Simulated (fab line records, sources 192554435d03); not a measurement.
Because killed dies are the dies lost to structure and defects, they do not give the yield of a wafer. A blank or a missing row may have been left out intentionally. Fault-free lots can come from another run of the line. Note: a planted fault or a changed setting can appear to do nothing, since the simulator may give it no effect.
Matching of chambers -- flow n5-finfet -- N5_GATE_CUT_ETCH_58 on rie-diel-01 has 4 sister chambers
The step etches SiNx in CH3F/O2, target depth 17 nm, time 128.6 s. 4 wafers are shown with their chamber, then 8 later ones without.

## WAFERS WITH THEIR CHAMBER
wafer,chamber,showerhead-plenum-p-Torr (Torr)
L080.5,1,2.03
L085.1,0,1.92
L085.2,3,1.92
L091.2,2,2.08

## WAFERS WITHOUT THEIR CHAMBER
wafer,showerhead-plenum-p-Torr (Torr)
L091.4,1.91
L091.5,2.08
L092.1,1.92
L092.4,1.91
L092.6,1.91
L094.1,1.91
L094.2,1.92
L094.5,1.92

## WHICH CHAMBER EACH WENT THROUGH
wafer,from the rows above,in truth
L091.4,can't be placed: 0 or 3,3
L091.5,2,2
L092.1,can't be placed: 0 or 3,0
L092.4,can't be placed: 0 or 3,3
L092.6,can't be placed: 0 or 3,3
L094.1,can't be placed: 0 or 3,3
L094.2,can't be placed: 0 or 3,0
L094.5,can't be placed: 0 or 3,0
Correctly placed: 1 of 8. Not placeable from these rows: 7 (in 7, the candidates include the true chamber). Wrongly placed: 0.
How it was worked out, from the rows above alone: a wafer's distance from a chamber is the root of the sum, over the readings, of the square of ((its reading less the chamber's mean) divided by the reading's scatter). The wafer belongs to the nearest chamber; if the next one is less than 2 further off, it can't be placed. Each chamber's mean is taken over the wafers shown for it. The scatter: with one shown wafer a chamber, the root of the mean of the squares of how far each hidden wafer lies from its nearest shown one.
